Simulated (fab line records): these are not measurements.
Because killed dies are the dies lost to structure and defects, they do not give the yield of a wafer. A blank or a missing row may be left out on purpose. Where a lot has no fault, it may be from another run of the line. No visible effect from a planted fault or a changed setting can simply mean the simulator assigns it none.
Which tool did it?    flow nand_harc    11 lots, 33 wafers sampled, at 5 steps of a route of 1159

WHAT THE GAUGES SHOWED, per wafer
NHARC_END_SORT_01.
lot   measured      on         killed_at_array
L782  day 21 00:01  prober-01  674 674 677
L783  day 20 16:35  prober-02  669 667 675

EACH LOT AND THE TOOL THAT RAN IT (in order: tool; ch and the chambers of the sampled wafers; start)
lot   NHARC_A_STAIRCASE_ETCH_225                     NHARC_A_STAIRCASE_TRIM_229          NHARC_A_STAIRCASE_ETCH_230          NHARC_A_STAIRCASE_TRIM_231
L778  rie_diel-02 ch 0,1, day 11 07:56 or earlier    rie_diel-02 ch 0,2, day 11 07:56    rie_diel-02 ch 0,3, day 11 08:06    rie_diel-02 ch 2,3, no start
L781  rie_diel-06 ch 0,2, day 11 20:15 or earlier    rie_diel-06 ch 0,1, day 11 20:15    rie_diel-06 ch 0,1,3, day 11 20:27  rie_diel-06 ch 0,2,3, no start
L780  rie_diel-13 ch 0,2,3, day 11 21:04 or earlier  rie_diel-02 ch 0,1,3, day 11 21:04  rie_diel-02 ch 1,2,3, day 11 21:16  rie_diel-02 ch 0,1,2, no start
L782  rie_diel-02 ch 1,2, day 12 08:02 or earlier    rie_diel-02 ch 0,1, day 12 08:02    rie_diel-02 ch 0,1,2, day 12 08:13  rie_diel-02 ch 2,3, day 21 00:01 or earlier
L783  rie_diel-06 ch 1,2,3, day 12 16:31 or earlier  rie_diel-02 ch 0,1,3, day 12 16:31  rie_diel-02 ch 0,3, day 12 16:41    rie_diel-02 ch 0,2,3, day 20 16:35 or earlier
L792  rie_diel-02 ch 0,1, day 14 15:05 or earlier    rie_diel-02 ch 1,2, day 14 15:05    rie_diel-02 ch 0,1,3, day 14 15:17  rie_diel-02 ch 0,2,3, no start
L788  rie_diel-06 ch 1,2,3, day 14 17:43 or earlier  rie_diel-06 ch 1,3, day 14 17:43    rie_diel-06 ch 0,3, day 14 17:55    rie_diel-06 ch 0,3, no start
L793  rie_diel-02 ch 0,1, day 15 09:44 or earlier    rie_diel-02 ch 0,1,3, day 15 09:44  rie_diel-02 ch 1,2, day 15 09:55    rie_diel-02 ch 0,1,2, no start
L797  rie_diel-06 ch 1,3, day 15 23:13 or earlier    rie_diel-02 ch 0,3, day 15 23:13    rie_diel-02 ch 0,1,2, day 15 23:25  rie_diel-02 ch 0,1,2, no start
L800  rie_diel-06 ch 0,1, day 16 09:56 or earlier    rie_diel-02 ch 1,2, day 16 09:56    rie_diel-02 ch 2,3, day 16 10:08    rie_diel-02 ch 1,2, no start
L798  rie_diel-06 ch 1,2,3, day 17 00:04 or earlier  rie_diel-06 ch 0,1,3, day 17 00:04  rie_diel-06 ch 2,3, day 17 00:43    rie_diel-06 ch 0,2,3, no start
- NHARC_A_STAIRCASE_ETCH_225: etches the open film in C4F8/O2, target depth 100 nm, time 40.5 s.
- NHARC_A_STAIRCASE_TRIM_229: chemistry O2, time 211.2 s.
- NHARC_A_STAIRCASE_ETCH_230: etches the open film in C4F8/O2, target depth 100 nm, time 40.5 s.
- NHARC_A_STAIRCASE_TRIM_231: chemistry O2, time 211.2 s.

THE ANSWER, worked out from the rows above alone
Rule: what is usual is taken from the lots themselves. Put in order of their means at a reading, lots are off if they are a third of the lots or fewer, leave a main group of 4 or more, and stand apart from it by a gap of 3 or more times the standard deviation of the main group's means; of several such gaps the widest counts. If all means in a main group match to the digits the tables above print for the reading, that group is not used. Also off: a lot with no number at a reading for which 4 or more lots have one. Where the step has rows for the other lots, those lots are counted as sound.
None of the lots is off at any reading shown; this tells nothing.

WHAT THE SIMULATOR HAD INSERTED
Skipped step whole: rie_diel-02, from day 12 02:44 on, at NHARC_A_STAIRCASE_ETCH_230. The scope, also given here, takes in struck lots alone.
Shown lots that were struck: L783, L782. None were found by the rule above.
